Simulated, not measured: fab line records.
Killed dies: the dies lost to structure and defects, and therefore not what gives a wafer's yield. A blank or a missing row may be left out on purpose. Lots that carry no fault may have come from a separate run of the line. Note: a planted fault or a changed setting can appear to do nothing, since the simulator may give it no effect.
Matching of chambers | flow n5-finfet | 4 sister chambers for N5_MOL_CONTACT_COAG_ETCH_91 on rie-diel-03
The step etches SOC in N2/H2, target depth 60 nm, overetch 21 nm, time 101.2 s. 8 wafers are shown with their chamber, then 9 later ones without.

## WAFERS, EACH WITH ITS CHAMBER
wafer  | chamber | throttle-valve-pct (%) | drypump-motor-current-A (A)
L075.6 | 3       | 17.65                  | 6.0
L078.5 | 3       | 17.68                  | 6.0
L080.2 | 0       | 17.23                  | 5.5
L080.5 | 2       | 17.26                  | 5.6
L080.6 | 1       | 17.50                  | 6.1
L081.2 | 0       | 17.24                  | 5.5
L081.4 | 1       | 17.51                  | 6.2
L081.5 | 2       | 17.26                  | 5.6

## WAFERS MISSING THEIR CHAMBER
wafer  | throttle-valve-pct (%) | drypump-motor-current-A (A)
L094.1 | 17.71                  | 6.0
L094.5 | 17.31                  | 5.6
L094.6 | 17.55                  | 6.1
L097.2 | 17.30                  | 5.5
L097.4 | 17.32                  | 5.6
L097.5 | 17.32                  | 5.6
L096.1 | 17.28                  | 5.5
L096.2 | 17.57                  | 6.2
L096.4 | 17.30                  | 5.6

## WHICH CHAMBER EACH ONE RAN IN
wafer  | from the rows above     | in truth
L094.1 | 3                       | 3
L094.5 | 2                       | 2
L094.6 | 1                       | 1
L097.2 | can't be placed: 2 or 0 | 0
L097.4 | 2                       | 2
L097.5 | 2                       | 2
L096.1 | can't be placed: 2 or 0 | 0
L096.2 | 1                       | 1
L096.4 | 2                       | 2
7 of 9 placed correctly. Unplaceable from these rows: 2, with the true chamber sitting among the candidates in 2. Wrongly placed: 0.
How it was worked out, from the rows above alone: a wafer's distance from a chamber is the root of the sum, over the readings, of the square of ((its reading less the chamber's mean) divided by the reading's scatter). If the next closest chamber is less than 2 further off than the closest, the wafer can't be placed; otherwise it belongs to the closest. A chamber's mean is the mean of its shown wafers. The scatter: take each reading less its chamber's mean, square it, sum over the shown wafers, divide by the number of wafers less the number of chambers, and take the root.
